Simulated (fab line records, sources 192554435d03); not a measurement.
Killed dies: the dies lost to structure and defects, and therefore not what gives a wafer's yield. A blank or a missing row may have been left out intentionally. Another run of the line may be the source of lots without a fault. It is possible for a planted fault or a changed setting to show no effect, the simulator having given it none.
Problem report, 8D (eight disciplines) form, completed by code + flow n5Finfet + the parts of the form that need people (team, actions taken, sign-off) are left out

== 1. THE ISSUE ==
Wafers with no fault read 93.7 nm with a standard deviation of 1.5, whereas trenchDepthNm at N5_BEOL_M7_OCD_MEAS_38 reads a mean of 102.4 nm on 1 wafer of 1 lot. Relative to the usual mean, that is a shift of +5.8 standard deviations.
First seen on wafer L545.4, day 10 02:22, on ocd-02. Wafers with a number at this step in the record: 27, from 9 lots. Rule for "out" (also "out of limits"): further than 4 standard deviations from the usual mean. All remaining wafers that have a number are taken as sound.

== 2. WHAT IT IS, WHAT IT ISN'T ==
| question                    | is                | is not                                                                                                  |
|-----------------------------|-------------------|---------------------------------------------------------------------------------------------------------|
| which readings at this step | trenchDepthNm     | -                                                                                                       |
| which lots                  | L545              | L540, L546, L552, L553, L555, L558, L561, L563                                                          |
| which wafers of those lots  | L545.4            | L545.2, L545.5                                                                                          |
| read on which gauges        | ocd-02            | ocd-01                                                                                                  |
| when                        | from day 10 02:22 | up to then (5 sound wafers); but 21 sound wafers of L546, L552, L553, L555, L558, L561, L563 came after |

== 3. WHAT RULES OUT EACH SUSPECT ==
Counting: any tool at a process step up to the reading remains a suspect provided it ran every lot that is out. Sound lots after the first of them don't rule it out here, since some wafers of a struck lot are sound.
- the gauge at N5_BEOL_M7_OCD_MEAS_38: ruled out. All the wafers that are out were read on ocd-02, but those of them that N5_BEOL_M7_TRENCH_ETCH_37 has rows for are out there too, on other tools.
- rieDiel-01 at N5_BEOL_M7_STRIP_36 (strips in N2/H2): kept. It ran the lot that is out, L545 (day 10 02:11); its last sound lot up to then is L540 (day 9 01:59).
- rieDiel-01 at N5_BEOL_M7_TRENCH_ETCH_37 (etches SiCOH lowk in C4F6/O2, target depth 93.478 nm, time 31.2 s): kept. It ran the lot that is out, L545 (day 10 02:13); its last sound lot up to then is L540 (day 9 02:02). On those wafers its own readings are out: biasW, rfVppV.
- At N5_BEOL_M7_STRIP_36 on rieDiel-01, chamber 3 took the sound wafers of the same lots and chamber 0 took the wafers that are out.
- At N5_BEOL_M7_TRENCH_ETCH_37 on rieDiel-01, chamber 3 took the sound wafers of the same lots and chamber 0 took the wafers that are out.
Remaining after the count are rieDiel-01 at N5_BEOL_M7_STRIP_36 and rieDiel-01 at N5_BEOL_M7_TRENCH_ETCH_37.

== 4. THE CAUSE (what the simulator had put in) ==
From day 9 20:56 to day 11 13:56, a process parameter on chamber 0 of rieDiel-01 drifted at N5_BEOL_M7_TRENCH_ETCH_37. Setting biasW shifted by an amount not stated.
Of the 2 suspects that counting leaves, this tool is one.

== 5. THE EFFECT CHAIN, in route order ==
Each row: a reading where the mean over the struck wafers with a number is more than 3 standard deviations away from the usual. Readings are gone through only where the record gives a usual standard deviation; hours: the median, over the lots, of the time from a lot's start at the first step in this table giving one to that lot's start at this step; sigmas: the change measured in usual standard deviations.
| hours | step                      | reading       | usual        | on struck wafers | change | sigmas      |
|-------|---------------------------|---------------|--------------|------------------|--------|-------------|
| 0     | N5_BEOL_M7_TRENCH_ETCH_37 | biasW         | 185.1 W      | 246.8            | +61.7  | +99 or more |
| 0     | N5_BEOL_M7_TRENCH_ETCH_37 | rfVppV        | 665 V        | 839              | +174   | +27         |
| 0     | N5_BEOL_M7_OCD_MEAS_38    | trenchDepthNm | 93.7 nm      | 102.4            | +8.7   | +5.8        |
| 3     | N5_BEOL_M7_THK_MEAS_53    | M7_THK        | 80.6 nm      | 90.7             | +10.1  | +6.3        |
| 3     | N5_BEOL_M7_RS_MEAS_57     | M7_RS         | 0.285 ohm/sq | 0.249            | -0.036 | -6.0        |
The process steps in it:
- N5_BEOL_M7_TRENCH_ETCH_37: etches SiCOH lowk in C4F6/O2, target depth 93.478 nm, time 31.2 s.

== 6. HOW IT WOULD HAVE BEEN CAUGHT EARLIER ==
The first out-of-limits reading at a measuring or inspecting step in this record came at day 10 02:22, 5 hours after the fault's start at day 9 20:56.
At N5_BEOL_M7_TRENCH_ETCH_37, the tool's own readings (biasW, rfVppV) were out on each struck wafer the step has a row for, so an alarm limit on them would have fired on the first such wafer.
Lots out: 1; all had begun N5_BEOL_M7_TRENCH_ETCH_37 on rieDiel-01 by day 10 02:22. None of them would have been spared by holding the tool at that moment.
